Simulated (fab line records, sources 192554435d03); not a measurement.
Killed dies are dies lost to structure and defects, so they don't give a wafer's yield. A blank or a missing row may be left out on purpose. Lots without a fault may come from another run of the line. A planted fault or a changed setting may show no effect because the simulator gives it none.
Split-lot experiment | flow n5_finfet | 7 lots, 21 wafers read, on a route of 1938 steps

THE SPLIT
At N5_PASSIVATION_ETCH_54 (etches SiO2 in CHF3/O2, target depth 880 nm, time 440 s), the setting bias_w was moved away from the recipe's 170 W on 9 of the 21 wafers read, by -16.3% to +14.4%. The other wafers ran this setting at the recipe's value.

The reading is taken at the split's own step.

THE READING
rf_vpp_V, in V, at N5_PASSIVATION_ETCH_54 (etches SiO2 in CHF3/O2, target depth 880 nm, time 440 s). Fault-free wafers of this fab line usually give 523 V, standard deviation 8.9 V.

wafer  | tool, chamber at the split | bias_w as run, W | against the recipe | rf_vpp_V, V | against lot-mates on the recipe
L074.1 | rie_diel-01, 2             | 157.4            | -7.4%              | 495         | -28
L074.4 | rie_diel-01, 0             | 170              | recipe             | 523         | -
L074.5 | rie_diel-01, 3             | 157.4            | -7.4%              | 500         | -23
L076.1 | rie_diel-03, 0             | 170              | recipe             | 531         | -
L076.2 | rie_diel-03, 3             | 170              | recipe             | 518         | -
L076.3 | rie_diel-03, 2             | 170              | recipe             | 513         | -
L078.2 | rie_diel-01, 1             | 150.1            | -11.7%             | 465         | -57
L078.3 | rie_diel-01, 2             | 150.1            | -11.7%             | 476         | -46
L078.6 | rie_diel-01, 0             | 170              | recipe             | 522         | -
L077.1 | rie_diel-01, 3             | 193.3            | +13.7%             | 591         | +66
L077.3 | rie_diel-01, 2             | 193.3            | +13.7%             | 584         | +59
L077.6 | rie_diel-01, 0             | 170              | recipe             | 525         | -
L081.1 | rie_diel-03, 0             | 142.3            | -16.3%             | 460         | -56
L081.3 | rie_diel-03, 1             | 142.3            | -16.3%             | 454         | -62
L081.4 | rie_diel-03, 3             | 170              | recipe             | 516         | -
L085.1 | rie_diel-01, 2             | 170              | recipe             | 527         | -
L085.4 | rie_diel-01, 0             | 170              | recipe             | 524         | -
L085.5 | rie_diel-01, 0             | 170              | recipe             | 524         | -
L088.1 | rie_diel-01, 0             | 194.5            | +14.4%             | 584         | +54
L088.2 | rie_diel-01, 2             | 170              | recipe             | 527         | -
L088.3 | rie_diel-01, 3             | 170              | recipe             | 533         | -

THE FIT
A straight line over all 21 wafers: rf_vpp_V changes by +4.31 V for each +1% of bias_w; r = +0.99; the points scatter about the line by 5.7 V.
The same after taking each lot's own level away (the mean of its wafers on the recipe; 21 wafers): +4.02 V for each +1%; r = +0.99; scatter 5.5 V.
On that fit, the largest move of bias_w shifts the reading by 66 V.
The lots' own levels span 516.0 to 530.0 V, that is 1.6 times the standard deviation above.
So the lot-to-lot level changes the slope little: the two slopes agree.
Check: with one of the wafers moved furthest among these (-16.3%) left out of the fit, the line predicts -66.6 V for it against its lot-mates. It came out at -56 V against them.
Tool readings at the split's step, against how far the setting was moved: rf_vpp_V r = +0.99.

OTHER SPLITS ON THESE WAFERS
These wafers also went through other splits before the reading. Each is held against what the fit with the lots' levels taken away leaves over:
other split on the same wafers    | wafers away from the commonest value | r with rf_vpp_V (lot level and that fit taken away)
N5_BEOL_M14_TRENCH_ETCH_34 bias_w | 6                                    | +0.14
N5_BEOL_M14_SPUTTER_43 power_w    | 8                                    | +0.32
N5_BEOL_M15_ETCH_61 time_s        | 5                                    | -0.40
N5_BEOL_M15_TRENCH_ETCH_34 time_s | 6                                    | +0.35
N5_PASSIVATION_PECVD_01 time_s    | 8                                    | -0.13

THE FILE'S OWN FIT
rf_vpp_V changes by +3.99 V for each +1% of bias_w, r = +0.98.
